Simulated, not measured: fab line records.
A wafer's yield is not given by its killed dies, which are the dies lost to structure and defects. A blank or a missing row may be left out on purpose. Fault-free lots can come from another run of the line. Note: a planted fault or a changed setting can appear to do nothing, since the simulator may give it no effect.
fab line records + flow nand_harc
[record]
- lots = 5
- wafers = 15
- last_day = 33
route steps=1302 shown P_ZERO_WELL@29 END@1302
lots untouched by any fault: they come from a run of this same line in which no faults occurred
start_h: the number of hours between the record's first day and the start of the first shown wafer of the lot + wait_h: hours since the lot's step before + " repeats the value in the row above + L1.1+2: one row covering several wafers at once + - no value present, or no start provided + * or withheld: withheld + < > ~ a bound
route shown NAME@n: names a module that has steps shown in the file, with the first one's number in the route + usual: average and standard deviation across the fault-free wafers + same: alike in all rows + chamber/n: place in a boat + sites: each site's reading + _std_site: their standard deviation + _edge_site: the outer-site mean with the inner-site mean subtracted + radius_mm: for every site, how far away it sits from the centre of the wafer + mask NAME#n: copy n + behind: the most recent tool/chamber to have shaped the wafer + hold: why the lot was held/for how many hours/how that ended + device: transistor that didn't switch, given as n, p or np + end of line: the same wafers' tests at the end of the route + step lacking rows: just its recipe + killed: not the wafer's yield, but the dies lost to structure and defects at the first sort + map: shows each die of a wafer: x if killed, . if not, _ if none is there
set.NAME: the setting the step ran with; set.NAME@STEP: the setting that earlier step ran with + model.NAME: the simulator's own value behind a step, which no gauge read
a table for each step, a row for each wafer; lots at some steps of the route
services: when a tool's chamber went out of use (start_h, in hours from the record's first day, below 0 if earlier), for how many hours, and the reason
[[steps]]
[step NHARC_P_ZERO_WELL_CD_MEAS_24]
[recipe]
- target_cd_nm = 720
- landing_energy_ev = 500
[usual]
- cd_nm = 719.9/1.1
| lot.wafer | tool      | chamber | start_h | wait_h | cd_nm |
|-----------|-----------|---------|---------|--------|-------|
| L527.1    | cd_sem-02 | 0       | 54.15   | -      | 721.5 |
| L527.5    | "         | 0       | "       | "      | 722.1 |
| L527.6    | "         | 0       | "       | "      | 722.2 |
| L533.1    | cd_sem-03 | 0       | 112.65  | -      | 720.8 |
| L533.5    | "         | 0       | "       | "      | 720.7 |
| L533.6    | "         | 0       | "       | "      | 720.1 |
| L542.1    | cd_sem-03 | 0       | 202.48  | -      | 719.5 |
| L542.5    | "         | 0       | "       | "      | 719.4 |
| L542.6    | "         | 0       | "       | "      | 719.5 |
| L544.2    | cd_sem-03 | 0       | 222.61  | -      | 720.6 |
| L544.3    | "         | 0       | "       | "      | 721.7 |
| L544.4    | "         | 0       | "       | "      | 719.4 |
| L547.1    | cd_sem-03 | 0       | 252.59  | -      | 719.9 |
| L547.3    | "         | 0       | "       | "      | 719.8 |
| L547.5    | "         | 0       | "       | "      | 720.1 |
[step NHARC_P_ZERO_WELL_HARDBAKE_25]
[recipe]
- temp_c = 125
- time_s = 80
[step NHARC_P_ZERO_WELL_DESCUM_26]
[recipe]
- time_s = 3
- o2_flow_sccm = 200
- ar_flow_sccm = 0
- bias_power_w = 0
- chemistry = O2
[usual]
- drypump_motor_current_A = 5.9/0.57
- mfc_ar_sccm = 0.009/0.012
- oes_product_au = 1.001/0.008
- rf_vpp_V = 57.7/0.95
- showerhead_plenum_p_Torr = 1.87/0.073
- throttle_valve_pct = 11.311/0.0094
[same]
- bias_power_w = 0
- time_s = 3
| lot.wafer | tool        | chamber | start_h | wait_h | drypump_motor_current_A | mfc_ar_sccm | oes_product_au | rf_hours_counter_h | rf_vpp_V | showerhead_plenum_p_Torr | throttle_valve_pct |
|-----------|-------------|---------|---------|--------|-------------------------|-------------|----------------|--------------------|----------|--------------------------|--------------------|
| L527.1    | rie_diel-07 | 0       | 54.35   | -      | 6.5                     | 0           | 0.992          | 38                 | 54.5     | 1.82                     | 11.310             |
| L527.6    | "           | 1       | "       | "      | 5.4                     | 0.031       | 0.999          | -                  | 57.6     | 2.00                     | 11.301             |
| L527.5    | "           | 2       | "       | "      | 6.2                     | 0           | 0.996          | -                  | 58.7     | 1.81                     | 11.311             |
| L533.1    | rie_diel-07 | 3       | 112.93  | -      | 5.8                     | 0           | 1.009          | 58                 | 58.2     | 1.85                     | 11.301             |
| L533.5    | "           | 3       | "       | "      | 5.8                     | 0           | 0.995          | -                  | 57.3     | 1.85                     | 11.307             |
| L533.6    | "           | 0       | "       | "      | 6.4                     | 0           | 1.004          | -                  | 56.3     | 1.81                     | 11.313             |
| L542.1    | rie_diel-06 | 1       | 202.68  | -      | 6.0                     | 0.026       | 0.995          | 22                 | 58.3     | 1.78                     | 11.316             |
| L542.5    | "           | 2       | "       | "      | 6.3                     | 0           | 0.995          | -                  | 58.1     | 1.99                     | 11.321             |
| L542.6    | "           | 3       | "       | "      | 6.7                     | 0           | 1.002          | -                  | 56.7     | 1.88                     | 11.303             |
| L544.4    | rie_diel-07 | 0       | 222.76  | -      | 6.4                     | 0           | 0.992          | 37                 | 57.4     | 1.80                     | 11.318             |
| L544.3    | "           | 2       | "       | "      | 6.2                     | 0           | 0.999          | 37                 | 58.5     | 1.80                     | 11.310             |
| L544.2    | "           | 3       | "       | "      | 5.9                     | 0           | 1.004          | 33                 | 58.0     | 1.84                     | 11.297             |
| L547.1    | rie_diel-07 | 2       | 252.75  | -      | 6.2                     | 0           | 1.004          | 47                 | 58.7     | 1.79                     | 11.330             |
| L547.3    | "           | 1       | "       | "      | 5.4                     | 0.031       | 1.003          | 37                 | 57.2     | 1.98                     | 11.298             |
| L547.5    | "           | 2       | "       | "      | 6.2                     | 0           | 0.996          | -                  | 57.7     | 1.79                     | 11.308             |
[step NHARC_P_ZERO_WELL_IMPLANT_27]
[recipe]
- energy_kev = 600
- dose_cm2 = 1e+13
- tilt_deg = 7
[step NHARC_P_ZERO_WELL_IMPLANT_57]
[recipe]
- energy_kev = 250
- dose_cm2 = 4e+12
- tilt_deg = 7
[step NHARC_P_ZERO_WELL_IMPLANT_58]
[recipe]
- energy_kev = 100
- dose_cm2 = 2e+12
- tilt_deg = 7
[step NHARC_P_ZERO_WELL_STRIP_28]
[recipe]
- time_s = 840
- temp_c = 130
- chemistry = SPM
[step NHARC_P_ZERO_WELL_DEHYDRATE_29]
[recipe]
- temp_c = 150
- time_s = 120
[step NHARC_P_ZERO_WELL_HMDS_30]
[recipe]
- time_s = 30
[step NHARC_P_ZERO_WELL_COAT_31]
[recipe]
- spin_rpm = withheld
[step NHARC_P_ZERO_WELL_SOFTBAKE_32]
[recipe]
- temp_c = 122
- time_s = 95
[step NHARC_P_ZERO_WELL_EBR_33]
[step NHARC_P_ZERO_WELL_EXPOSE_34]
[recipe]
- na = 0.6
- target_cd_nm = 720
- dose_mj = 22.31
- mask_id = P_PWELL
| lot.wafer  | tool           | chamber | start_h | wait_h | mask         |
|------------|----------------|---------|---------|--------|--------------|
| L527.1+5+6 | krf_scanner-01 | 0       | 55.51   | -      | P_PWELL#0    |
| L533.1+5+6 | krf_scanner-04 | 0       | 114.25  | -      | P_PWELL_R1#0 |
| L542.1+5+6 | krf_scanner-01 | 0       | 203.86  | -      | P_PWELL#0    |
| L544.2+3+4 | krf_scanner-02 | 0       | 224.09  | -      | P_PWELL#0    |
| L547.1+3+5 | krf_scanner-04 | 0       | 254.07  | -      | P_PWELL#0    |
[step NHARC_P_ZERO_WELL_PEB_35]
[recipe]
- peb_temp_c = 118
- peb_time_s = 85
[step NHARC_P_ZERO_WELL_DEVELOP_36]
[recipe]
- time_s = 70
[step NHARC_P_ZERO_WELL_CD_MEAS_37]
[recipe]
- target_cd_nm = 720
- landing_energy_ev = 500
[usual]
- cd_nm = 719.4/1.4
| lot.wafer | tool      | chamber | start_h | wait_h | cd_nm |
|-----------|-----------|---------|---------|--------|-------|
| L527.1    | cd_sem-01 | 0       | 55.67   | -      | 717.3 |
| L527.5    | "         | 0       | "       | "      | 718.8 |
| L527.6    | "         | 0       | "       | "      | 717.8 |
| L533.1    | cd_sem-03 | 0       | 114.41  | -      | 730.7 |
| L533.5    | "         | 0       | "       | "      | 730.9 |
| L533.6    | "         | 0       | "       | "      | 730.0 |
| L542.1    | cd_sem-01 | 0       | 204.01  | -      | 719.2 |
| L542.5    | "         | 0       | "       | "      | 718.2 |
| L542.6    | "         | 0       | "       | "      | 717.6 |
| L544.2    | cd_sem-03 | 0       | 224.24  | -      | 721.8 |
| L544.3    | "         | 0       | "       | "      | 722.2 |
| L544.4    | "         | 0       | "       | "      | 722.0 |
| L547.1    | cd_sem-02 | 0       | 254.23  | -      | 720.2 |
| L547.3    | "         | 0       | "       | "      | 718.6 |
| L547.5    | "         | 0       | "       | "      | 719.0 |
[step NHARC_P_ZERO_WELL_HARDBAKE_38]
[recipe]
- temp_c = 125
- time_s = 80
[step NHARC_END_SORT_01]
[recipe]
- temp_c = 25
[usual]
- killed_at_array = 56/19
- killed_at_other = 1.0/1.5
- killed_at_periphery = 3.4/2.4
- killed_dies = 60/19
- killed_open = 3.3/1.8
- killed_short = 2.4/1.7
[same]
- gross_dies = 677
| lot.wafer | tool      | chamber | start_h | wait_h | killed_at_array | killed_at_other | killed_at_periphery | killed_dies | killed_open | killed_short |
|-----------|-----------|---------|---------|--------|-----------------|-----------------|---------------------|-------------|-------------|--------------|
| L533.1    | prober-01 | 0       | 668.26  | 2.5    | 47              | 1               | 3                   | 51          | 3           | 3            |
| L533.5    | prober-01 | 0       | 671.52  | 3.8    | 53              | 3               | 3                   | 59          | 6           | 3            |
| L533.6    | prober-01 | 0       | 672.33  | 4.1    | 54              | 0               | 9                   | 63          | 2           | 7            |
| L542.1    | prober-01 | 0       | 747.12  | 2.5    | 76              | 3               | 2                   | 81          | 1           | 3            |
| L542.5    | prober-01 | 0       | 750.32  | 3.7    | 53              | 6               | 0                   | 59          | 1           | 2            |
| L542.6    | prober-01 | 0       | 751.12  | 4.0    | 74              | 4               | 2                   | 80          | 4           | 2            |
// killed by level:class
L533.1 A_SLIT:chamber_film_flake=21 A_CHANNEL_HOLE_D2:chamber_film_flake=12 A_M1:geometric_particle:open=3 P_GATE:chamber_film_flake=3 A_STAIRCASE:chamber_film_flake=3 A_CONTACT:chamber_film_flake=3 A_ONON_D1:geometric_particle:short=1 A_CHANNEL_FILL_D2:geometric_particle:short=1
L533.5 A_SLIT:chamber_film_flake=19 A_CHANNEL_HOLE_D2:chamber_film_flake=14 A_CONTACT:chamber_film_flake=6 A_CHANNEL_HOLE_D1:chamber_film_flake=4 A_STAIRCASE:chamber_film_flake=3 THIN_TSV:chamber_film_flake=3 A_M0:geometric_particle:open=2 P_CONTACT:geometric_particle:open=1
L533.6 A_SLIT:chamber_film_flake=19 A_CHANNEL_HOLE_D2:chamber_film_flake=18 A_STAIRCASE:chamber_film_flake=6 P_GATE:chamber_film_flake=5 A_CHANNEL_HOLE_D1:chamber_film_flake=3 A_ONON_D1:geometric_particle:short=2 A_WL_FILL:geometric_particle:short=2 P_M0:geometric_particle:short=1
L542.1 A_CHANNEL_HOLE_D1:chamber_film_flake=32 A_SLIT:chamber_film_flake=19 A_CHANNEL_HOLE_D2:chamber_film_flake=11 A_CONTACT:chamber_film_flake=7 THIN_TSV:chamber_film_flake=3 A_CHANNEL_FILL_D2:geometric_particle:short=2 P_GATE:chamber_film_flake=2 A_ONON_D2:geometric_particle:short=1
L542.5 A_CHANNEL_HOLE_D1:chamber_film_flake=21 A_CHANNEL_HOLE_D2:chamber_film_flake=12 A_SLIT:chamber_film_flake=11 THIN_TSV:chamber_film_flake=6 A_CONTACT:chamber_film_flake=4 A_SOURCE_PLATE:geometric_particle:open=1 A_CHANNEL_FILL_D1:geometric_particle:short=1 A_SGD_CUT:geometric_particle:short=1
L542.6 A_CHANNEL_HOLE_D1:chamber_film_flake=30 A_SLIT:chamber_film_flake=22 A_CHANNEL_HOLE_D2:chamber_film_flake=9 THIN_TSV:chamber_film_flake=4 A_CONTACT:chamber_film_flake=3 A_CONTACT:geometric_particle:open=2 P_GATE:chamber_film_flake=2 A_STAIRCASE:chamber_film_flake=2
[[services]]
| tool           | chamber | start_h | hours | kind   |
|----------------|---------|---------|-------|--------|
| krf_scanner-01 | -       | 31.17   | 5.7   | repair |
| rie_diel-07    | 0       | 47.23   | -     | clean  |
| rie_diel-06    | 2       | 51.78   | 8.6   | repair |
| krf_scanner-02 | -       | 54.80   | 1.7   | repair |
| rie_diel-06    | 1       | 59.78   | 8.3   | repair |
| rie_diel-07    | 3       | 60.62   | 1.8   | repair |
| krf_scanner-04 | -       | 72.90   | 2.0   | repair |
| krf_scanner-04 | -       | 83.66   | 7.3   | repair |
| krf_scanner-02 | -       | 94.07   | 4.0   | pm     |
| krf_scanner-02 | -       | 106.38  | 1.6   | repair |
| krf_scanner-04 | -       | 112.23  | 0.7   | repair |
| rie_diel-07    | -       | 117.23  | 9.0   | pm     |
| rie_diel-06    | 1       | 130.14  | 2.1   | repair |
| rie_diel-06    | -       | 130.21  | 9.0   | pm     |
| rie_diel-07    | 1       | 130.85  | 20.2  | repair |
| krf_scanner-01 | -       | 140.00  | 4.0   | pm     |
| rie_diel-07    | 3       | 146.30  | 6.3   | repair |
| krf_scanner-04 | -       | 161.51  | 3.0   | repair |
| krf_scanner-01 | -       | 180.96  | 0.2   | repair |
| krf_scanner-04 | -       | 182.00  | 4.0   | pm     |
| krf_scanner-04 | -       | 202.10  | 4.4   | repair |
| krf_scanner-01 | -       | 218.27  | 0.2   | repair |
| rie_diel-06    | 0       | 226.57  | 5.1   | repair |
| krf_scanner-01 | -       | 253.36  | 0.8   | repair |
[[key]]
[first_sign]
- step = NHARC_P_ZERO_WELL_EXPOSE_34
- reading = mask
- direction = changed
[effect]
- step = NHARC_P_ZERO_WELL_CD_MEAS_37
- reading = cd_nm
- direction = up
- sigmas = 7.9
- usual = 719.4
- struck = 730.5
met_at NHARC_P_ZERO_WELL_EXPOSE_34
struck_wafers L533.1,L533.5,L533.6
tester_left_out L533
[fault]
- kind = wrong_mask
- tool = any
- chamber = -
- onset_h = 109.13
- steps = NHARC_P_ZERO_WELL_EXPOSE_34
- aux_copy = P_PWELL_R1#0
- cd_offset_nm = 12.997
- scope = struck_lots_only
// tester_left_out: of these lots the tester's yield and bins aren't shown, on N5 and GAA mostly nor the transistor test; their killed dies are dies lost to structure and defects alone, not to doping, threshold or leakage, so they don't give the yield
